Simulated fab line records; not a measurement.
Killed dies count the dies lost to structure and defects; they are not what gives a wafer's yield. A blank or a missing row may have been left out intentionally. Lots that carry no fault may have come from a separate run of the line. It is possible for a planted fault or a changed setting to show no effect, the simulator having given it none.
Matching of chambers | flow nand-harc | NHARC_A_WL_FILL_STRIP_29 on rie-diel-13 has 4 sister chambers
The step strips in O2, time 20 s. 4 wafers are shown with their chamber, then 12 later ones without.

WAFERS WITH THEIR CHAMBER
wafer  | chamber | drypump-motor-current-A (A)
L089.1 | 3       | 6.6
L092.1 | 1       | 6.0
L092.2 | 0       | 6.1
L092.4 | 2       | 6.0

WAFERS MISSING THEIR CHAMBER
wafer  | drypump-motor-current-A (A)
L093.1 | 6.1
L093.2 | 5.9
L093.3 | 6.7
L093.4 | 6.0
L093.5 | 6.0
L093.6 | 5.9
L095.1 | 6.0
L095.2 | 6.1
L095.3 | 5.9
L095.4 | 6.6
L095.5 | 6.0
L095.6 | 5.9

CHAMBER TAKEN BY EACH
wafer  | from the rows above          | in truth
L093.1 | can't be placed: 0 or 1 or 2 | 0
L093.2 | can't be placed: 1 or 2 or 0 | 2
L093.3 | 3                            | 3
L093.4 | can't be placed: 1 or 2 or 0 | 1
L093.5 | can't be placed: 1 or 2 or 0 | 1
L093.6 | can't be placed: 1 or 2 or 0 | 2
L095.1 | can't be placed: 1 or 2 or 0 | 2
L095.2 | can't be placed: 0 or 1 or 2 | 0
L095.3 | can't be placed: 1 or 2 or 0 | 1
L095.4 | 3                            | 3
L095.5 | can't be placed: 1 or 2 or 0 | 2
L095.6 | can't be placed: 1 or 2 or 0 | 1
Placed correctly: 2 of 12. These rows do not allow placing 10 (true chamber among the candidates in 10). Placed wrongly: 0.
How it was worked out, from the rows above alone: a wafer's distance from a chamber is the root of the sum, over the readings, of the square of ((its reading less the chamber's mean) divided by the reading's scatter). The wafer belongs to the nearest chamber; if the next one is less than 2 further off, it can't be placed. Each chamber's mean is taken over the wafers shown for it. The scatter: with one shown wafer a chamber, the root of the mean of the squares of how far each hidden wafer lies from its nearest shown one.
